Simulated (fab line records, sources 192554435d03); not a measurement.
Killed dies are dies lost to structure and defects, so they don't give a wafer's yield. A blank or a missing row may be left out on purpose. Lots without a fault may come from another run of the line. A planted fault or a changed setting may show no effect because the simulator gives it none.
fab line records | flow n5_finfet
record lots=24 wafers=72 last_day=21
route steps=1938 shown BEOL_M1@834 BEOL_M2@856
lots that met no fault: from a run of the same line without faults
start_h: hours from the record's first day to the start of the lot's first wafer shown | wait_h: hours since the lot's step before | " the same as in the row above | L1.1+2: a row that stands for several wafers | - no value, or no start given | * or withheld: withheld | < > ~ a bound
route shown NAME@n: a module of which the file shows steps, and the number in the route of the first | usual: mean/standard deviation of fault-free wafers | same: alike in all rows | chamber/n: place in a boat | sites: the reading at each site | _std_site: their standard deviation | _edge_site: outer sites' mean less inner sites' | radius_mm: how far each site lies from the wafer's centre | mask NAME#n: copy n | behind: the tool/chamber that last shaped the wafer | hold: why the lot was held/for how many hours/how that ended | device: the transistor (n, p or np) that didn't switch | end of line: the same wafers' tests at the end of the route | a step without rows: its recipe alone | killed: dies lost to structure and defects at the first sort, not the wafer's yield | map: a wafer's dies, x killed, . not, _ none there
set.NAME: the setting as run; set.NAME@STEP: as run at that earlier step | model.NAME: the simulator's own value behind a step, which no gauge read
steps of the route over a sample of lots; a table a step, a row a wafer
services: from which hour (start_h, from the record's first day; less than 0 if before it) a tool's chamber was out of use, for how many hours, and why
## steps
# step N5_BEOL_M1_THK_MEAS_53
# recipe thk_meas_gauge=xrf reads=Cu_of_BEOL_M1_ECD_50
# usual M1_THK=40.6/1.7
# columns lot.wafer tool chamber start_h wait_h M1_THK[nm]
L074.3 film_metro-01 - 127.02 - 41.0
L074.4 " - " " 43.9
L074.6 " - " " 44.1
L075.1 film_metro-01 - 131.03 - 39.8
L075.3 " - " " 40.1
L075.6 " - " " 38.7
L076.1 film_metro-02 - 143.43 - 39.6
L076.4 " - " " 39.2
L076.6 " - " " 41.0
L077.3 film_metro-01 - 158.53 - 39.6
L077.5 " - " " 41.0
L077.6 " - " " 42.4
L078.2 film_metro-01 - 162.07 - 42.4
L078.4 " - " " 42.6
L078.6 " - " " 44.0
L079.2 film_metro-01 - 174.59 - 39.9
L079.3 " - " " 39.0
L079.4 " - " " 43.4
L080.2 film_metro-02 - 181.00 - 40.7
L080.3 " - " " 39.9
L080.5 " - " " 43.9
L081.1 film_metro-01 - 182.88 - 40.3
L081.2 " - " " 42.2
L081.5 " - " " 41.6
L083.2 film_metro-02 - 184.71 - 42.7
L083.3 " - " " 42.1
L083.4 " - " " 40.3
L082.2 film_metro-01 - 186.12 - 41.8
L082.5 " - " " 42.6
L082.6 " - " " 42.0
L084.2 film_metro-02 - 204.94 - 41.2
L084.4 " - " " 39.3
L084.5 " - " " 42.0
L085.1 film_metro-01 - 205.02 - 38.4
L085.2 " - " " 39.1
L085.3 " - " " 40.4
L086.3 film_metro-02 - 205.29 - 40.6
L086.4 " - " " 40.8
L086.5 " - " " 40.7
L088.3 film_metro-01 - 212.84 - 39.1
L088.5 " - " " 43.0
L088.6 " - " " 40.7
L087.2 film_metro-02 - 217.23 - 41.7
L087.3 " - " " 39.1
L087.5 " - " " 41.9
L089.2 film_metro-01 - 220.82 - 39.5
L089.4 " - " " 42.0
L089.6 " - " " 41.5
L090.2 film_metro-02 - 235.10 - 41.0
L090.4 " - " " 41.1
L090.5 " - " " 42.4
L091.1 film_metro-01 - 236.77 - 37.4
L091.2 " - " " 40.6
L091.4 " - " " 39.3
L092.1 film_metro-02 - 251.04 0.2 38.0
L092.4 " - " " 39.8
L092.6 " - " " 36.5
L093.1 film_metro-02 - 253.31 - 41.9
L093.5 " - " " 40.3
L093.6 " - " " 39.1
L094.2 film_metro-01 - 258.81 - 40.1
L094.3 " - " " 38.8
L094.4 " - " " 39.6
L097.1 film_metro-01 - 270.82 - 39.7
L097.2 " - " " 37.0
L097.4 " - " " 40.6
L095.2 film_metro-02 - 270.96 - 36.8
L095.3 " - " " 41.1
L095.5 " - " " 40.3
L096.2 film_metro-02 - 271.97 - 38.1
L096.3 " - " " 41.4
L096.4 " - " " 40.9
# step N5_BEOL_M2_INSPECT_13
# recipe mode=adi inspect_instrument=brightfield
# usual raw_defect_count=405/99
# columns lot.wafer tool chamber start_h wait_h raw_defect_count
L074.3 defect_inspect-01 - 129.51 0.0 466
L074.4 " - " " 424
L074.6 " - " " 416
L075.1 defect_inspect-02 - 132.65 0.1 328
L075.3 " - " " 308
L075.6 " - " " 425
L076.1 defect_inspect-02 - 144.41 0.1 465
L076.4 " - " " 412
L076.6 " - " " 398
L077.3 defect_inspect-02 - 159.72 0.0 594
L077.5 " - " " 546
L077.6 " - " " 429
L078.2 defect_inspect-02 - 163.24 0.0 380
L078.4 " - " " 402
L078.6 " - " " 390
L079.2 defect_inspect-01 - 175.83 0.0 369
L079.3 " - " " 386
L079.4 " - " " 354
L080.2 defect_inspect-01 - 183.14 0.0 218
L080.3 " - " " 252
L080.5 " - " " 457
L081.1 defect_inspect-02 - 185.17 0.1 585
L081.2 " - " " 528
L081.5 " - " " 492
L083.2 defect_inspect-01 - 186.47 0.0 348
L083.3 " - " " 312
L083.4 " - " " 173
L082.2 defect_inspect-01 - 187.21 0.0 397
L082.5 " - " " 274
L082.6 " - " " 353
L084.2 defect_inspect-02 - 206.39 0.0 571
L084.4 " - " " 442
L084.5 " - " " 435
L085.1 defect_inspect-02 - 206.84 0.1 450
L085.2 " - " " 419
L085.3 " - " " 526
L086.3 defect_inspect-02 - 206.89 0.0 321
L086.4 " - " " 257
L086.5 " - " " 272
L088.3 defect_inspect-02 - 214.33 0.1 396
L088.5 " - " " 354
L088.6 " - " " 440
L087.2 defect_inspect-01 - 220.31 0.0 429
L087.3 " - " " 450
L087.5 " - " " 386
L089.2 defect_inspect-01 - 223.46 0.0 499
L089.4 " - " " 313
L089.6 " - " " 321
L090.2 defect_inspect-01 - 236.79 0.0 239
L090.4 " - " " 317
L090.5 " - " " 323
L091.1 defect_inspect-02 - 239.84 0.1 408
L091.2 " - " " 377
L091.4 " - " " 319
L092.1 defect_inspect-01 - 252.77 0.1 516
L092.4 " - " " 468
L092.6 " - " " 399
L093.1 defect_inspect-01 - 255.13 0.1 429
L093.5 " - " " 367
L093.6 " - " " 342
L094.2 defect_inspect-01 - 260.71 0.2 316
L094.3 " - " " 453
L094.4 " - " " 333
L097.1 defect_inspect-01 - 272.34 0.1 446
L097.2 " - " " 462
L097.4 " - " " 376
L095.2 defect_inspect-01 - 272.75 0.0 333
L095.3 " - " " 548
L095.5 " - " " 467
L096.2 defect_inspect-01 - 274.08 0.0 492
L096.3 " - " " 461
L096.4 " - " " 797
# step N5_BEOL_M2_ALD_98
# recipe material=SiO2 target_thk_a=25 temp_c=100 ald_precursor_family=BDEAS ald_co_reactant=O2-plasma pulse_time_s=1 co_reactant_pulse_time_s=1 purge_time_s=2 co_reactant_purge_time_s=2 ald_cycles=17 pressure_torr=2
# usual heater_power_w=79/9.2 precursor_pulse_height_rel=0.998/0.021
# columns lot.wafer tool chamber start_h wait_h heater_power_w precursor_pulse_height_rel
L074.3 ald_sin-03 0 130.55 0.1 60 1.041
L074.4 " 3 " " 77 1.035
L074.6 " 0 " " 58 0.990
L075.1 ald_sin-03 0 133.82 0.1 57 1.033
L075.3 " 2 " " 90 1.012
L075.6 " 2 " " 89 0.989
L076.1 ald_sin-01 2 146.03 0.5 73 0.978
L076.4 " 0 " " 79 0.997
L076.6 " 0 " " 80 0.992
L077.3 ald_sin-03 0 160.89 0.1 60 1.000
L077.5 " 2 " " 88 1.001
L077.6 " 1 " " 82 0.971
L078.2 ald_sin-01 0 164.35 0.1 80 1.004
L078.4 " 1 " " 92 1.014
L078.6 " 2 " " 72 1.020
L079.2 ald_sin-03 2 177.04 0.1 87 0.971
L079.3 " 3 " " 76 0.985
L079.4 " 1 " " 81 0.998
L080.2 ald_sin-01 3 184.81 0.2 71 0.997
L080.3 " 2 " " 72 0.965
L080.5 " 2 " " 73 1.009
L081.1 ald_sin-01 3 186.32 0.1 71 1.017
L081.2 " 2 " " 72 1.019
L081.5 " 2 " " 73 0.975
L083.2 ald_sin-03 1 188.38 0.7 84 0.991
L083.3 " 2 " " 90 1.022
L083.4 " 3 " " 79 0.966
L082.2 ald_sin-03 3 188.48 0.3 78 1.000
L082.5 " 1 " " 83 1.005
L082.6 " 2 " " 88 0.993
L084.2 ald_sin-01 1 208.10 0.3 91 1.001
L084.4 " 1 " " 90 0.985
L084.5 " 3 " " 71 1.014
L085.1 ald_sin-01 2 208.31 0.1 73 1.014
L085.2 " 3 " " 71 1.007
L085.3 " 1 " " 92 0.962
L086.3 ald_sin-01 3 208.42 0.1 69 1.023
L086.4 " 1 " " 92 0.982
L086.5 " 3 " " 70 0.989
L088.3 ald_sin-03 3 215.54 0.1 78 1.024
L088.5 " 1 " " 83 0.993
L088.6 " 2 " " 87 1.025
L087.2 ald_sin-01 1 221.45 0.1 92 1.014
L087.3 " 3 " " 71 0.953
L087.5 " 2 " " 70 1.002
L089.2 ald_sin-03 0 224.80 0.1 61 1.007
L089.4 " 3 " " 77 1.020
L089.6 " 2 " " 88 1.010
L090.2 ald_sin-03 3 237.92 0.1 79 0.996
L090.4 " 0 " " 60 0.982
L090.5 " 1 " " 81 1.018
L091.1 ald_sin-01 0 241.53 0.3 79 0.974
L091.2 " 2 " " 73 1.005
L091.4 " 1 " " 93 1.034
L092.1 ald_sin-02 0 254.23 0.1 79 0.997
L092.4 " 3 " " 70 1.005
L092.6 " 1 " " 86 0.999
L093.1 ald_sin-01 2 256.64 0.1 72 1.002
L093.5 " 1 " " 92 0.991
L093.6 " 0 " " 77 0.978
L094.2 ald_sin-01 1 262.31 0.3 95 1.001
L094.3 " 3 " " 72 0.982
L094.4 " 0 " " 76 1.010
L097.1 ald_sin-01 2 273.83 0.5 73 0.980
L097.2 " 3 " " 71 1.005
L097.4 " 1 " " 96 0.956
L095.2 ald_sin-02 0 273.90 0.1 77 0.981
L095.3 " 1 " " 86 0.956
L095.5 " 2 " " 86 0.988
L096.2 ald_sin-02 1 275.12 0.1 88 0.989
L096.3 " 0 " " 76 1.019
L096.4 " 2 " " 86 0.990
# step N5_BEOL_M2_ETCHBACK_99
# recipe chemistry=CHF3 target=SiO2 target_depth_a=50 time_s=10.4 source_w=215 bias_w=47 Ar_flow_sccm=200 CHF3_flow_sccm=12 ion_energy_ev=100 pressure_mtorr=30
# usual drypump_motor_current_A=5.6/0.54 oes_f_703_au=0.77/0.084 oes_product_au=0.78/0.083 rf_vpp_V=243/7 showerhead_plenum_p_Torr=2.15/0.047 throttle_valve_pct=16.94/0.18
# columns lot.wafer tool chamber start_h wait_h drypump_motor_current_A oes_f_703_au oes_product_au rf_hours_counter_h rf_vpp_V showerhead_plenum_p_Torr throttle_valve_pct
L074.3 rie_diel-01 0 168.68 38.1 5.5 0.70 0.72 185 248 2.15 17.19
L074.4 " 3 " " 5.7 0.91 0.85 53 232 2.09 16.63
L074.6 " 3 " " 5.6 0.91 0.84 - 231 2.09 16.63
L075.1 rie_diel-01 0 178.48 44.6 5.5 0.69 0.72 188 249 2.15 17.17
L075.3 " 1 " " 5.1 0.75 0.74 156 244 2.25 17.02
L075.6 " 3 " " 5.6 0.90 0.85 - 232 2.09 16.63
L076.1 rie_diel-04 2 186.06 40.0 4.9 0.70 0.73 143 248 2.16 16.74
L076.4 " 2 " " 4.9 0.71 0.74 - 250 2.16 16.75
L076.6 " 3 " " 6.5 0.74 0.72 - 228 2.20 16.83
L077.3 rie_diel-04 2 194.50 33.6 4.9 0.70 0.73 145 249 2.16 16.75
L077.5 " 2 " " 4.9 0.70 0.74 - 250 2.16 16.74
L077.6 " 1 " " 6.4 0.87 0.89 - 250 2.20 17.10
L078.2 rie_diel-05 3 200.98 36.6 5.2 0.92 0.93 20 247 2.11 16.77
L078.4 " 1 " " 6.4 0.84 0.86 38 233 2.12 16.76
L078.6 " 0 " " 5.3 0.77 0.79 - 242 2.17 16.95
L079.2 rie_diel-04 0 207.64 30.6 5.7 0.68 0.68 233 243 2.15 17.18
L079.3 " 2 " " 4.9 0.70 0.73 148 250 2.16 16.74
L079.4 " 2 " " 4.9 0.70 0.73 - 249 2.16 16.76
L080.2 rie_diel-01 3 212.41 27.5 5.7 0.88 0.84 68 232 2.09 16.66
L080.3 " 2 " " 5.2 0.71 0.69 240 241 2.06 17.06
L080.5 " 2 " " 5.2 0.71 0.70 - 241 2.05 17.07
L081.1 rie_diel-04 0 216.06 29.7 5.8 0.67 0.67 236 242 2.15 17.16
L081.2 " 1 " " 6.4 0.87 0.88 41 251 2.20 17.13
L081.5 " 1 " " 6.4 0.87 0.89 - 251 2.20 17.11
L083.2 rie_diel-01 2 217.03 28.6 5.2 0.72 0.68 242 241 2.05 17.06
L083.3 " 3 " " 5.6 0.89 0.83 70 231 2.09 16.67
L083.4 " 0 " " 5.5 0.69 0.71 200 247 2.15 17.21
L082.2 rie_diel-05 3 222.53 34.0 5.3 0.89 0.91 27 250 2.11 16.78
L082.5 " 3 " " 5.3 0.90 0.92 - 247 2.11 16.78
L082.6 " 0 " " 5.2 0.76 0.78 - 241 2.17 16.95
L084.2 rie_diel-01 0 230.42 22.3 5.5 0.68 0.70 205 246 2.15 17.21
L084.4 " 1 " " 5.1 0.73 0.72 - 245 2.24 17.06
L084.5 " 0 " " 5.5 0.68 0.70 - 247 2.15 17.22
L085.1 rie_diel-01 3 235.03 26.7 5.6 0.88 0.83 74 231 2.09 16.69
L085.2 " 1 " " 5.0 0.74 0.73 177 245 2.24 17.08
L085.3 " 2 " " 5.2 0.71 0.68 248 242 2.05 17.08
L086.3 rie_diel-05 2 235.52 27.1 5.4 0.77 0.75 153 244 2.18 16.89
L086.4 " 1 " " 6.4 0.83 0.84 49 232 2.12 16.76
L086.5 " 1 " " 6.4 0.83 0.82 - 232 2.12 16.75
L088.3 rie_diel-04 1 244.89 29.3 6.4 0.85 0.86 52 253 2.20 17.13
L088.5 " 0 " " 5.8 0.67 0.67 - 242 2.14 17.20
L088.6 " 3 " " 6.5 0.72 0.71 - 228 2.19 16.85
L089.2 rie_diel-01 0 245.45 20.6 5.5 0.67 0.69 212 247 2.15 17.23
L089.4 " 0 " " 5.5 0.68 0.70 - 247 2.15 17.23
L089.6 " 1 " " 5.1 0.73 0.72 - 245 2.24 17.07
L087.2 rie_diel-04 1 261.30 39.8 6.4 0.84 0.86 58 251 2.20 17.15
L087.3 " 2 " " 4.9 0.68 0.72 168 249 2.16 16.80
L087.5 " 1 " " 6.3 0.84 0.85 - 250 2.20 17.17
L091.1 rie_diel-04 2 276.12 34.5 4.9 0.68 0.72 176 250 2.15 16.78
L091.2 " 1 " " 6.4 0.83 0.84 66 251 2.19 17.17
L091.4 " 0 " " 5.7 0.98 1.01 1 242 2.14 16.74
L090.2 rie_diel-05 1 276.16 38.2 6.4 0.81 0.82 65 234 2.11 16.82
L090.4 " 2 " " 5.4 0.75 0.74 168 246 2.17 16.91
L090.5 " 0 " " 5.2 0.75 0.77 - 242 2.16 16.99
L092.1 rie_diel-05 1 287.70 33.4 6.4 0.80 0.82 68 232 2.11 16.82
L092.4 " 0 " " 5.3 0.74 0.76 135 243 2.16 16.99
L092.6 " 2 " " 5.4 0.75 0.73 - 247 2.17 16.92
L093.1 rie_diel-04 1 287.82 31.1 6.4 0.82 0.84 72 252 2.19 17.18
L093.5 " 2 " " 4.9 0.67 0.71 - 249 2.15 16.81
L093.6 " 1 " " 6.3 0.83 0.83 - 252 2.19 17.18
L094.2 rie_diel-04 0 310.94 48.6 5.8 0.92 0.94 16 242 2.14 16.78
L094.3 " 2 " " 4.9 0.67 0.70 191 251 2.15 16.83
L094.4 " 2 " " 4.9 0.67 0.70 - 249 2.15 16.83
L097.1 rie_diel-04 0 313.88 40.0 5.7 0.92 0.94 17 244 2.14 16.78
L097.2 " 1 " " 6.4 0.81 0.82 83 252 2.19 17.20
L097.4 " 1 " " 6.4 0.81 0.82 - 250 2.19 17.20
L095.2 rie_diel-05 1 314.00 40.1 6.4 0.79 0.80 77 231 2.11 16.79
L095.3 " 0 " " 5.3 0.74 0.74 143 244 2.16 17.03
L095.5 " 1 " " 6.4 0.79 0.80 - 232 2.11 16.83
L096.2 rie_diel-04 0 316.54 41.4 5.7 0.91 0.92 18 244 2.14 16.78
L096.3 " 1 " " 6.3 0.81 0.82 84 252 2.19 17.20
L096.4 " 0 " " 5.7 0.91 0.93 - 243 2.14 16.79
# step N5_BEOL_M2_TRENCH_ETCH_37
# recipe chemistry=C4F6/O2 target_depth_a=555.55 target=SiOC time_s=29.2 ion_energy_ev=250 pressure_mtorr=30 source_w=355 bias_w=185 Ar_flow_sccm=300 C4F6_flow_sccm=10 O2_flow_sccm=10
# usual drypump_motor_current_A=5.6/0.54 oes_f_703_au=0.77/0.083 oes_product_au=0.78/0.083 rf_vpp_V=673/19 showerhead_plenum_p_Torr=2.85/0.06 throttle_valve_pct=20.72/0.19
# columns lot.wafer tool chamber start_h wait_h drypump_motor_current_A oes_f_703_au oes_product_au rf_hours_counter_h rf_vpp_V showerhead_plenum_p_Torr throttle_valve_pct
L074.3 rie_diel-01 0 - - 5.5 0.69 0.72 185 683 2.85 20.99
L074.4 " 3 " " 5.7 0.91 0.85 53 639 2.77 20.37
L074.6 " 3 " " 5.7 0.91 0.85 - 640 2.77 20.38
L075.1 rie_diel-01 0 - - 5.5 0.69 0.72 188 683 2.85 20.99
L075.3 " 1 " " 5.0 0.76 0.74 156 676 2.97 20.81
L075.6 " 3 " " 5.6 0.90 0.85 - 642 2.77 20.38
L076.1 rie_diel-04 2 - - 4.9 0.69 0.74 143 690 2.86 20.51
L076.4 " 2 " " 4.9 0.68 0.74 - 691 2.86 20.53
L076.6 " 3 " " 6.6 0.75 0.72 - 632 2.91 20.53
L077.3 rie_diel-04 2 - - 4.9 0.69 0.74 145 690 2.86 20.53
L077.5 " 2 " " 4.9 0.69 0.74 - 691 2.86 20.52
L077.6 " 1 " " 6.4 0.85 0.89 - 694 2.91 20.94
L078.2 rie_diel-05 3 - - 5.2 0.91 0.93 20 689 2.79 20.58
L078.4 " 1 " " 6.4 0.83 0.85 38 641 2.80 20.55
L078.6 " 0 " " 5.2 0.76 0.79 - 669 2.87 20.71
L079.2 rie_diel-04 0 - - 5.7 0.68 0.67 233 673 2.84 20.94
L079.3 " 2 " " 4.9 0.69 0.74 148 691 2.86 20.53
L079.4 " 2 " " 4.9 0.69 0.74 - 689 2.86 20.53
L080.2 rie_diel-01 3 - - 5.6 0.88 0.83 68 640 2.76 20.40
L080.3 " 2 " " 5.3 0.71 0.69 241 667 2.72 20.81
L080.5 " 2 " " 5.2 0.72 0.69 - 667 2.72 20.82
L081.1 rie_diel-04 0 - - 5.7 0.67 0.69 237 671 2.84 20.95
L081.2 " 1 " " 6.3 0.84 0.89 41 694 2.91 20.95
L081.5 " 1 " " 6.3 0.84 0.89 - 694 2.91 20.95
L083.2 rie_diel-01 2 - - 5.2 0.72 0.68 242 665 2.72 20.81
L083.3 " 3 " " 5.6 0.88 0.83 70 638 2.76 20.41
L083.4 " 0 " " 5.5 0.68 0.71 200 683 2.85 21.01
L082.2 rie_diel-05 3 - - 5.2 0.90 0.92 27 689 2.79 20.59
L082.5 " 3 " " 5.3 0.89 0.92 - 688 2.79 20.60
L082.6 " 0 " " 5.3 0.76 0.78 - 670 2.86 20.72
L084.2 rie_diel-01 0 - - 5.5 0.67 0.70 205 683 2.84 21.03
L084.4 " 1 " " 5.0 0.74 0.72 - 675 2.96 20.84
L084.5 " 0 " " 5.5 0.68 0.70 - 685 2.84 21.00
L085.1 rie_diel-01 3 - - 5.6 0.88 0.83 74 639 2.76 20.41
L085.2 " 1 " " 5.1 0.74 0.73 177 675 2.96 20.84
L085.3 " 2 " " 5.3 0.71 0.68 249 665 2.72 20.82
L086.3 rie_diel-05 2 - - 5.4 0.76 0.76 154 678 2.88 20.68
L086.4 " 1 " " 6.4 0.81 0.84 49 644 2.80 20.57
L086.5 " 1 " " 6.4 0.82 0.83 - 641 2.80 20.56
L088.3 rie_diel-04 1 - - 6.5 0.83 0.87 52 695 2.90 20.96
L088.5 " 0 " " 5.7 0.67 0.66 - 672 2.84 20.95
L088.6 " 3 " " 6.6 0.73 0.71 - 632 2.90 20.55
L089.2 rie_diel-01 0 - - 5.5 0.68 0.70 212 685 2.84 21.04
L089.4 " 0 " " 5.5 0.67 0.70 - 686 2.84 21.02
L089.6 " 1 " " 5.1 0.73 0.72 - 675 2.96 20.86
L087.2 rie_diel-04 1 - - 6.3 0.82 0.85 59 694 2.90 20.97
L087.3 " 2 " " 4.9 0.67 0.73 168 691 2.85 20.56
L087.5 " 1 " " 6.3 0.82 0.86 - 693 2.90 20.99
L091.1 rie_diel-04 2 - - 4.9 0.67 0.72 176 691 2.85 20.56
L091.2 " 1 " " 6.4 0.81 0.84 66 692 2.90 20.99
L091.4 " 0 " " 5.8 0.98 1.00 1 671 2.84 20.59
L090.2 rie_diel-05 1 - - 6.4 0.79 0.81 65 643 2.79 20.59
L090.4 " 2 " " 5.4 0.75 0.74 168 678 2.87 20.69
L090.5 " 0 " " 5.3 0.73 0.76 - 670 2.85 20.75
L092.1 rie_diel-05 1 - - 6.4 0.79 0.81 68 642 2.79 20.61
L092.4 " 0 " " 5.3 0.73 0.76 135 669 2.85 20.77
L092.6 " 2 " " 5.4 0.75 0.74 - 677 2.87 20.72
L093.1 rie_diel-04 1 - - 6.3 0.80 0.84 72 692 2.89 20.99
L093.5 " 2 " " 4.9 0.67 0.71 - 691 2.85 20.58
L093.6 " 1 " " 6.3 0.81 0.84 - 692 2.89 20.99
L094.2 rie_diel-04 0 - - 5.7 0.92 0.94 16 671 2.83 20.63
L094.3 " 2 " " 4.9 0.66 0.71 191 690 2.84 20.59
L094.4 " 2 " " 4.9 0.65 0.70 - 689 2.84 20.59
L097.1 rie_diel-04 0 - - 5.8 0.92 0.94 17 672 2.83 20.63
L097.2 " 1 " " 6.4 0.80 0.82 83 691 2.89 21.01
L097.4 " 1 " " 6.4 0.79 0.82 - 693 2.89 21.01
L095.2 rie_diel-05 1 - - 6.4 0.78 0.80 78 643 2.79 20.62
L095.3 " 0 " " 5.3 0.73 0.75 144 668 2.85 20.78
L095.5 " 1 " " 6.4 0.78 0.79 - 641 2.79 20.62
L096.2 rie_diel-04 0 - - 5.7 0.90 0.91 18 672 2.83 20.62
L096.3 " 1 " " 6.4 0.79 0.83 84 693 2.89 21.00
L096.4 " 0 " " 5.7 0.90 0.91 - 671 2.83 20.63
# step N5_BEOL_M2_ETCH_41
# recipe chemistry=CH3F/O2 target=SiCN target_depth_a=299 taper_deg=2 time_s=52.5 ion_energy_ev=120 mask_material=TiN pressure_mtorr=30 source_w=395 bias_w=75 Ar_flow_sccm=150 CH3F_flow_sccm=30 O2_flow_sccm=20
# usual drypump_motor_current_A=5.6/0.54 oes_product_au=0.78/0.082 rf_vpp_V=297.1/1.1 showerhead_plenum_p_Torr=2.00/0.044 throttle_valve_pct=16.18/0.18
# columns lot.wafer tool chamber start_h wait_h drypump_motor_current_A oes_product_au rf_hours_counter_h rf_vpp_V showerhead_plenum_p_Torr throttle_valve_pct
L074.3 rie_diel-01 0 - - 5.5 0.72 185 297.3 2.01 16.45
L074.4 " 3 " " 5.6 0.85 53 298.0 1.94 15.89
L074.6 " 3 " " 5.6 0.85 - 296.4 1.94 15.90
L075.1 rie_diel-01 0 - - 5.5 0.72 188 297.8 2.00 16.46
L075.3 " 1 " " 5.0 0.73 156 298.4 2.09 16.28
L075.6 " 3 " " 5.6 0.83 - 296.8 1.94 15.90
L076.1 rie_diel-04 2 - - 4.9 0.73 143 297.0 2.01 15.98
L076.4 " 2 " " 4.9 0.74 - 297.2 2.01 15.98
L076.6 " 3 " " 6.5 0.72 - 300.1 2.05 16.12
L077.3 rie_diel-04 2 - - 4.9 0.74 145 296.9 2.01 16.00
L077.5 " 2 " " 4.9 0.74 - 297.3 2.01 15.99
L077.6 " 1 " " 6.3 0.89 - 297.7 2.04 16.32
L078.2 rie_diel-05 3 - - 5.2 0.93 20 296.3 1.96 16.01
L078.4 " 1 " " 6.5 0.85 38 297.1 1.96 15.94
L078.6 " 0 " " 5.2 0.78 - 296.1 2.01 16.20
L079.2 rie_diel-04 0 - - 5.8 0.68 233 298.4 2.00 16.39
L079.3 " 2 " " 4.9 0.74 148 298.3 2.01 15.99
L079.4 " 2 " " 4.9 0.74 - 298.5 2.01 16.00
L080.2 rie_diel-01 3 - - 5.6 0.83 68 296.7 1.94 15.92
L080.3 " 2 " " 5.3 0.69 241 294.7 1.91 16.31
L080.5 " 2 " " 5.3 0.69 - 295.5 1.91 16.30
L081.1 rie_diel-04 0 - - 5.8 0.67 237 296.1 1.99 16.41
L081.2 " 1 " " 6.4 0.88 41 299.0 2.04 16.33
L081.5 " 1 " " 6.3 0.88 - 297.3 2.04 16.32
L083.2 rie_diel-01 2 - - 5.3 0.68 242 295.6 1.91 16.32
L083.3 " 3 " " 5.7 0.83 70 296.3 1.94 15.92
L083.4 " 0 " " 5.5 0.71 200 295.9 2.00 16.48
L082.2 rie_diel-05 3 - - 5.2 0.93 27 296.0 1.96 16.02
L082.5 " 3 " " 5.3 0.93 - 296.2 1.96 16.03
L082.6 " 0 " " 5.2 0.79 - 296.7 2.01 16.21
L084.2 rie_diel-01 0 - - 5.5 0.70 205 296.7 2.00 16.50
L084.4 " 1 " " 5.0 0.72 - 298.9 2.08 16.33
L084.5 " 0 " " 5.5 0.71 - 297.1 2.00 16.50
L085.1 rie_diel-01 3 - - 5.6 0.82 74 296.6 1.94 15.92
L085.2 " 1 " " 5.1 0.72 177 299.0 2.08 16.32
L085.3 " 2 " " 5.2 0.68 249 295.7 1.90 16.32
L086.3 rie_diel-05 2 - - 5.4 0.76 154 297.7 2.02 16.11
L086.4 " 1 " " 6.4 0.84 49 298.0 1.96 15.96
L086.5 " 1 " " 6.4 0.84 - 298.8 1.96 15.97
L088.3 rie_diel-04 1 - - 6.4 0.87 52 298.1 2.04 16.35
L088.5 " 0 " " 5.8 0.67 - 296.3 1.99 16.42
L088.6 " 3 " " 6.6 0.70 - 297.7 2.05 16.15
L089.2 rie_diel-01 0 - - 5.5 0.70 212 297.5 2.00 16.51
L089.4 " 0 " " 5.5 0.70 - 298.3 2.00 16.51
L089.6 " 1 " " 5.1 0.72 - 297.8 2.08 16.33
L087.2 rie_diel-04 1 - - 6.4 0.86 59 297.4 2.04 16.34
L087.3 " 2 " " 4.9 0.72 168 297.6 2.00 16.03
L087.5 " 1 " " 6.4 0.85 - 299.1 2.04 16.35
L091.1 rie_diel-04 2 - - 4.9 0.72 176 298.7 2.00 16.04
L091.2 " 1 " " 6.3 0.84 66 298.3 2.03 16.38
L091.4 " 0 " " 5.7 0.99 1 296.4 1.99 15.97
L090.2 rie_diel-05 1 - - 6.4 0.82 65 297.0 1.95 16.00
L090.4 " 2 " " 5.4 0.75 168 298.1 2.01 16.13
L090.5 " 0 " " 5.3 0.77 - 297.1 2.01 16.23
L092.1 rie_diel-05 1 - - 6.4 0.81 69 296.1 1.95 16.03
L092.4 " 0 " " 5.3 0.76 135 297.9 2.00 16.23
L092.6 " 2 " " 5.4 0.75 - 298.0 2.01 16.14
L093.1 rie_diel-04 1 - - 6.4 0.83 72 298.2 2.03 16.39
L093.5 " 2 " " 4.9 0.71 - 296.2 2.00 16.08
L093.6 " 1 " " 6.4 0.83 - 298.6 2.03 16.37
L094.2 rie_diel-04 0 - - 5.8 0.93 16 297.3 1.98 16.01
L094.3 " 2 " " 4.9 0.69 191 296.0 1.99 16.09
L094.4 " 2 " " 4.9 0.70 - 296.3 1.99 16.09
L097.1 rie_diel-04 0 - - 5.7 0.94 17 295.1 1.98 15.99
L097.2 " 1 " " 6.4 0.82 83 297.7 2.03 16.39
L097.4 " 1 " " 6.4 0.83 - 297.1 2.03 16.40
L095.2 rie_diel-05 1 - - 6.4 0.81 78 297.3 1.95 16.03
L095.3 " 0 " " 5.3 0.75 144 297.0 2.00 16.26
L095.5 " 1 " " 6.4 0.80 - 296.1 1.95 16.02
L096.2 rie_diel-04 0 - - 5.7 0.92 19 295.8 1.98 16.00
L096.3 " 1 " " 6.3 0.83 84 297.2 2.03 16.42
L096.4 " 0 " " 5.8 0.92 - 297.7 1.98 15.99
## services
# columns tool chamber start_h hours kind
rie_diel-01 1 110.94 3.2 repair
rie_diel-01 - 123.84 1.0 repair
rie_diel-04 0 130.04 8.7 repair
rie_diel-01 - 147.93 0.5 repair
rie_diel-05 - 177.06 2.8 pm
ald_sin-02 - 179.29 14.0 pm
ald_sin-01 1 183.74 3.1 repair
rie_diel-05 - 188.93 0.2 repair
ald_sin-02 2 200.06 4.4 repair
rie_diel-04 3 206.48 9.8 repair
rie_diel-01 0 208.40 5.3 repair
rie_diel-05 - 208.65 0.6 repair
rie_diel-01 3 226.33 4.3 repair
ald_sin-03 1 226.83 9.6 repair
rie_diel-05 1 232.14 1.4 repair
ald_sin-01 - 243.64 0.3 repair
rie_diel-04 0 249.99 - clean
rie_diel-04 0 249.99 - consumable_replace:focus_ring
rie_diel-04 0 249.99 21.8 scheduled_down
rie_diel-04 0 249.99 21.8 vent_cycle
ald_sin-03 - 269.29 14.0 pm
ald_sin-02 3 272.37 3.6 repair
ald_sin-02 1 300.30 6.4 repair
rie_diel-04 3 304.27 - clean
## key
fault none
